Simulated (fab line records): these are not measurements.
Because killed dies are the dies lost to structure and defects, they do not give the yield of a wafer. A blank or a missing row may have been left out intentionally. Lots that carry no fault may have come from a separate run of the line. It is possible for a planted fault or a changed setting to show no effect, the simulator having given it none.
8D (eight disciplines) problem report, filled in by code	flow n5Finfet	the parts of the form that need people (team, actions taken, sign-off) are left out

## 1. WHAT IS WRONG
Mean of plateTempC at N5_GATE_CUT_COAT_27: 209.66 C across 6 wafers in 2 lots; on wafers with no fault it is 204.96 C (standard deviation 0.17). That is +28 standard deviations from the usual mean.
The step: time 60 s, resist thk 10 nm.
Seen first at day 7 18:51 on lithoTrack-02, wafer L994.1. The record holds 30 wafers of 10 lots with a number at this step. Rule for "out", or "out of limits": more than 4 standard deviations from the usual mean. The rest of the wafers with a number are treated as sound.

## 2. WHAT IT IS AND WHAT IT IS NOT
question	is	is not
which readings at this step	plateTempC, heaterPowerTotalW	-
which lots	L994, L995	L102, L103, L104, L983, L986, L987, L990, L992
which wafers of those lots	all that have a number	-
read on which tools	lithoTrack-02	lithoTrack-01, lithoTrack-05
when	from day 7 18:51	up to then (15 sound wafers); but 9 sound wafers of L102, L103, L104 came after

## 3. THE SUSPECTS, EACH WITH WHAT RULES IT OUT
Counting: any tool at a process step up to the reading is kept as a suspect provided that every lot that is out went through it and no sound lot did after the first of them.
- rieMetal-03 at N5_GATE_CUT_VAPOR_ETCH_60 (etches HfO2 in BCl3/Cl2): kept. It ran every lot that is out, first L994 (day 7 15:48), and no sound lot after that; its last sound lot up to then is L983 (day 5 00:50).
- lithoTrack-02 at N5_GATE_CUT_COAT_27 (time 60 s, resist thk 10 nm): kept. It ran every lot that is out, first L994 (day 7 18:51), and no sound lot after that; its last sound lot up to then is L992 (day 7 04:18). Its own readings are out on those wafers: heaterPowerTotalW, plateTempC.
After counting, rieMetal-03 at N5_GATE_CUT_VAPOR_ETCH_60 and lithoTrack-02 at N5_GATE_CUT_COAT_27 remain.

## 4. THE CAUSE (what the simulator had put in)
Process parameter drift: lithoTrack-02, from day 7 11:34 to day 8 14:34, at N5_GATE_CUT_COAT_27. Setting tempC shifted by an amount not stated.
Counting leaves 2 suspects; this tool is one of them.

## 5. THE EFFECT CHAIN, in route order
Rows list readings where the struck wafers' mean (over those with a number) sits beyond 3 standard deviations from the usual. Readings are gone through only where the record gives a usual standard deviation; hours: the median, over the lots, of the time from a lot's start at the first step in this table giving one to that lot's start at this step; sigmas: the change measured in usual standard deviations.
hours	step	reading	usual	on struck wafers	change	sigmas
0	N5_GATE_CUT_COAT_27	heaterPowerTotalW	391.8 W	402.6	+10.8	+8.3
0	N5_GATE_CUT_COAT_27	plateTempC	204.96 C	209.66	+4.70	+28
Here are the process steps it includes:
- N5_GATE_CUT_COAT_27: time 60 s, resist thk 10 nm.
At these later measuring or inspecting steps, every struck wafer for which the step has a row has a number for every such reading, and none has moved that far: N5_BEOL_M4_RC_MEAS_101.

## 6. WHAT WOULD HAVE CAUGHT IT SOONER
First out-of-limits reading in this record: day 7 18:51, which is 7 hours after fault onset at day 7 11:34.
